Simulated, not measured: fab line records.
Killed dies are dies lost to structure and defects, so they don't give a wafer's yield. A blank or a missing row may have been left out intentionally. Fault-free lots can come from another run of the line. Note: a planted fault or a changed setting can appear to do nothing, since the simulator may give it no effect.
The same fault as seen by 2 desks    flow n5-finfet    what lay behind the numbers comes last; until then each desk has only its own

FOR THE TOOL OWNER'S DESK: rie-si-02
The tool's own readings at N5_SD_EPI_N_SD_RECESS_17 (chemistry HBr/Cl2/O2, target depth 41 nm, time 23.7 s, bt time 3 s): means of the sampled wafers that have a number, for each lot that ran on this tool. If a lot's mean is further than 4 standard deviations from the usual mean, the lot is out of limits and carries the mark OUT (the distance appears in the brackets).
Columns: A = drypump-motor-current-A at N5_SD_EPI_N_SD_RECESS_17, usual 5.5 A; B = oes-product-au at N5_SD_EPI_N_SD_RECESS_17, usual 1.007 a.u.; C = throttle-valve-pct at N5_SD_EPI_N_SD_RECESS_17, usual 37.27 %
lot   first seen here  A    B      C
L872  day 3 19:51      5.7  1.020  37.12
L873  day 4 02:20      5.2  1.005  37.28
L874  day 4 06:20      5.6  1.009  37.27
L875  day 4 13:51      5.3  1.012  37.29
L881  day 6 00:50      5.3  1.015  37.28
L887  day 7 13:56      5.7  1.017  37.12
Finding of this desk: none of the 6 lots has anything out of limits.

METROLOGY DESK
Means of the sampled wafers that have a number, per lot and without regard to the tool the lot ran on: this is what the gauges read. If a lot's mean is further than 4 standard deviations from the usual mean, the lot is out of limits and carries the mark OUT (the distance appears in the brackets). Of its 12 readings 7 are shown: the one that was out of limits first, and those that lie furthest out on some lot.
Columns: A = CJ_N at N5_BEOL_M4_RC_MEAS_101, usual 4.36; B = DIBL_N at N5_BEOL_M4_RC_MEAS_101, usual 36.1 mV/V; C = DIBL_P at N5_BEOL_M4_RC_MEAS_101, usual 35.7 mV/V; D = ION_N at N5_BEOL_M4_RC_MEAS_101, usual 673 uA/um; E = ION_P at N5_BEOL_M4_RC_MEAS_101, usual 462 uA/um; F = REXT_N at N5_BEOL_M4_RC_MEAS_101, usual 74.7 ohm.um; G = VT_P at N5_BEOL_M4_RC_MEAS_101, usual -250 mV
lot   first seen here  A                B     C     D    E    F     G
L869  day 7 22:14      4.44             33.4  33.7  662  462  72.3  -249
L870  day 8 03:34      4.41             35.7  36.7  677  459  78.5  -253
L872  day 8 15:06      4.47             35.3  32.8  682  476  73.1  -246
L873  day 8 17:10      4.41             37.9  37.3  668  452  75.2  -253
L874  day 8 23:52      4.39             36.6  35.6  675  466  72.0  -248
L875  day 9 06:56      4.48             36.5  37.3  677  450  75.9  -253
L881  day 10 21:25     4.41             37.7  36.2  671  460  73.5  -250
L887  day 12 17:29     3.90 (-5.0) OUT  36.0  37.5  654  464  80.7  -249
L889  day 13 17:08     4.36             35.7  36.4  677  462  74.5  -251
L891  day 15 05:43     4.22             35.5  35.1  675  470  74.6  -244
This desk finds L887 out of limits, with the earliest case on L887 at day 12 17:29 (CJ_N at N5_BEOL_M4_RC_MEAS_101). L869, L870, L872, L873, L874, L875, L881, L889, L891: within limits.

BROUGHT TOGETHER
On L887, the metrology desk was in a position to raise an alarm at day 12 17:29.
The desk of the tool owner found nothing out of limits.
Tool owner's desk: L887 on record, inside its limits.
The lots listed all ran N5_SD_EPI_N_SD_RECESS_17 on rie-si-02.

WHAT HAD BEEN PUT IN BY THE SIMULATOR
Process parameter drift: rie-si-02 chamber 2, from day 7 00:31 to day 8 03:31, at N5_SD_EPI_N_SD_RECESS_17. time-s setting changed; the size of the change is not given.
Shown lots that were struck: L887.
Delay in hours, fault start to first out-of-limits reading, per desk: metrology desk 137.
